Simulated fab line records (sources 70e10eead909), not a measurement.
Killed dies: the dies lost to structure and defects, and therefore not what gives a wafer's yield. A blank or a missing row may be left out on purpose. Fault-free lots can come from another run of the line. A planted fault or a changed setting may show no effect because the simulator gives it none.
Matching of chambers + flow nand_harc + NHARC_A_CONTACT_DEP_29 on pecvd-03 has 3 sister chambers
The step deposits SiON, target thk 100 nm. 3 wafers are shown with their chamber, then 7 later ones without.

EACH WAFER AND ITS CHAMBER
| wafer  | chamber | showerhead_vpp_V (V) |
|--------|---------|----------------------|
| L082.5 | 0       | 1162                 |
| L084.2 | 2       | 1170                 |
| L084.4 | 1       | 1100                 |

WAFERS MISSING THEIR CHAMBER
| wafer  | showerhead_vpp_V (V) |
|--------|----------------------|
| L084.6 | 1184                 |
| L089.1 | 1084                 |
| L089.2 | 1155                 |
| L089.6 | 1090                 |
| L097.1 | 1158                 |
| L097.2 | 1183                 |
| L097.5 | 1173                 |

EACH ONE'S CHAMBER
| wafer  | from the rows above     | in truth |
|--------|-------------------------|----------|
| L084.6 | can't be placed: 2 or 0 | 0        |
| L089.1 | 1                       | 1        |
| L089.2 | can't be placed: 0 or 2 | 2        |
| L089.6 | 1                       | 1        |
| L097.1 | can't be placed: 0 or 2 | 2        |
| L097.2 | can't be placed: 2 or 0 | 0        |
| L097.5 | can't be placed: 2 or 0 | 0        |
Correctly placed: 2 of 7. These rows do not allow placing 5 (true chamber among the candidates in 5). Number placed wrongly: 0.
How it was worked out, from the rows above alone: a wafer's distance from a chamber is the root of the sum, over the readings, of the square of ((its reading less the chamber's mean) divided by the reading's scatter). The wafer belongs to the nearest chamber; if the next one is less than 2 further off, it can't be placed. The mean given for a chamber averages the wafers shown for that chamber. The scatter: root of mean squared gap, hidden wafer to nearest shown wafer, with one shown wafer a chamber.
